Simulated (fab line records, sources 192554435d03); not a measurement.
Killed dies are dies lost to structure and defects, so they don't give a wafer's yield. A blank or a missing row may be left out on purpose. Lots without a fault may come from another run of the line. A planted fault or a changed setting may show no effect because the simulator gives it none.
Problem report in the 8D (eight disciplines) form, filled by code | flow n5_finfet | the parts of the form that need people (team, actions taken, sign-off) are left out

1. THE PROBLEM
h2_flow_sccm at N5_FIN_CUT_ETCH_21 reads a mean of 219.8 sccm on 2 wafers of 2 lots; wafers without a fault read 200.0 sccm with a standard deviation of 0.51. That is +39 standard deviations from the usual mean.
The step: etches SOC in N2/H2, target depth 219 nm, overetch 43.8 nm, time 523.5 s.
First seen on wafer L714.6, day 6 16:37, on rie_diel-04. The record holds 24 wafers of 8 lots with a number at this step. Rule for "out", or "out of limits": more than 4 standard deviations from the usual mean. The other wafers with a number count as sound.

2. WHAT IT IS AND WHAT IT IS NOT
question                    | is               | is not
which readings at this step | h2_flow_sccm     | drypump_motor_current_A, oes_product_au, showerhead_plenum_p_Torr
which lots                  | L714, L716       | L696, L698, L704, L707, L717, L719
which wafers of those lots  | L714.6, L716.2   | L714.3, L714.4, L716.1, L716.5
read on which tools         | rie_diel-04      | rie_diel-02, rie_diel-06
when                        | from day 6 16:37 | up to then (14 sound wafers); but 8 sound wafers of L716, L717, L719 came after

3. SUSPECTS, AND WHAT RULES EACH OUT
Counting: a tool at a process step up to the reading stays a suspect if it ran every lot that is out. Sound lots after the first of them don't rule it out here, since some wafers of a struck lot are sound.
- rie_diel-04 at N5_FIN_CUT_ETCH_30 (etches underlayer in N2/H2, target depth 13 nm, time 10.4 s): kept. It ran every lot that is out, first L714 (day 6 16:33); its last sound lot up to then is L707 (day 4 21:23).
- rie_diel-04 at N5_FIN_CUT_ETCH_21 (etches SOC in N2/H2, target depth 219 nm, overetch 43.8 nm, time 523.5 s): kept. It ran every lot that is out, first L714 (day 6 16:37); its last sound lot up to then is L707 (day 4 21:26). Its own readings are out on those wafers: h2_flow_sccm.
- Within rie_diel-04 at N5_FIN_CUT_ETCH_30: the wafers that are out ran in chamber 0; their sound lot-mates ran in chambers 1, 3.
- Within rie_diel-04 at N5_FIN_CUT_ETCH_21: the wafers that are out ran in chamber 0; their sound lot-mates ran in chambers 1, 3.
Left after counting: rie_diel-04 at N5_FIN_CUT_ETCH_30, rie_diel-04 at N5_FIN_CUT_ETCH_21.

4. THE CAUSE (what the simulator had put in)
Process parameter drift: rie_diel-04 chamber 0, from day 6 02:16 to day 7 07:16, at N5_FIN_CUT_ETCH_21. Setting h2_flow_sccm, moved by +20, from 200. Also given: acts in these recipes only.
Counting left 2 suspects, and this tool is among them.

5. THE CHAIN OF EFFECTS, in route order
Each row: a reading whose mean over the struck wafers that have a number lies more than 3 standard deviations from the usual. Only readings for which the record gives a usual standard deviation are gone through. hours: the time from each lot's start at the first step in this table that gives one to its start at this step, as a median over the lots. sigmas: the change in usual standard deviations.
hours | step               | reading            | usual      | on struck wafers | change | sigmas
0     | N5_FIN_CUT_ETCH_21 | h2_flow_sccm       | 200.0 sccm | 219.8            | +19.8  | +39
0     | N5_FIN_CUT_ETCH_21 | throttle_valve_pct | 17.90 %    | 18.82            | +0.92  | +3.7
The process steps in it:
- N5_FIN_CUT_ETCH_21: etches SOC in N2/H2, target depth 219 nm, overetch 43.8 nm, time 523.5 s.
Later measuring or inspecting steps at which every struck wafer that the step has a row for has a number for every such reading, and none has moved that far: N5_BEOL_M4_RC_MEAS_101.

6. WHAT WOULD HAVE CAUGHT IT SOONER
In this record the first reading out of limits was taken at day 6 16:37, 14 hours after the fault began at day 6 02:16.
